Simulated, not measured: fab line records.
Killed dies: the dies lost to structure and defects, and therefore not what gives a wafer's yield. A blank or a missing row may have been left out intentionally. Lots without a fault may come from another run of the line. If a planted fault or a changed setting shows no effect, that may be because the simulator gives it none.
Chamber matching ; flow n5 finfet ; 4 sister chambers for N5_MIM_TOP_ALD_00 on ald hk-03
The step deposits Al2O3, purge time 3 s, co reactant pulse time 3 s. 18 wafers are shown with their chamber, then 9 later ones without.

## EACH WAFER AND ITS CHAMBER
wafer;chamber;precursor pulse height rel
L074.2;3;1.020
L074.3;0;1.033
L074.4;2;1.016
L076.3;2;0.978
L076.4;3;0.990
L076.6;2;1.031
L079.2;3;0.995
L079.4;2;0.974
L079.6;2;1.020
L083.1;3;0.981
L083.3;0;1.015
L083.5;0;0.999
L088.2;3;1.016
L088.4;0;1.005
L088.6;1;0.995
L087.1;1;1.005
L087.4;0;1.029
L087.5;3;1.005

SIGNATURES (averages over the wafers above)
reading;chamber 0;chamber 1;chamber 2;chamber 3;scatter within a chamber
precursor pulse height rel;1.01620;1.00000;1.00380;1.00117;0.0185
Rule: distance of a wafer from a chamber = root of the sum over the readings of ((wafer's reading minus chamber's mean) / reading's scatter) squared. The wafer belongs to the nearest chamber; if the next one is less than 2 further off, it can't be placed. How the scatter is found: for the shown wafers, subtract from each reading the mean of its chamber, square and add these, divide the total by (wafers less chambers), then take the root.

## WAFERS WITHOUT THEIR CHAMBER
wafer;precursor pulse height rel
L090.3;0.991
L090.5;0.994
L090.6;0.997
L092.3;0.989
L092.4;0.965
L092.5;1.020
L096.1;0.980
L096.2;1.010
L096.3;0.966

## EACH ONE'S CHAMBER
wafer;from the rows above;in truth
L090.3;can't be placed: 1 or 3 or 2 or 0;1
L090.5;can't be placed: 1 or 3 or 2 or 0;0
L090.6;can't be placed: 1 or 3 or 2 or 0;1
L092.3;can't be placed: 1 or 3 or 2 or 0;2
L092.4;can't be placed: 1 or 3 or 2 or 0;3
L092.5;can't be placed: 0 or 2 or 3 or 1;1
L096.1;can't be placed: 1 or 3 or 2 or 0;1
L096.2;can't be placed: 0 or 2 or 3 or 1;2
L096.3;can't be placed: 1 or 3 or 2 or 0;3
Correctly placed: 0 of 9. Can't be placed from these rows: 9 (the true chamber is among the candidates in 9). Number placed wrongly: 0.
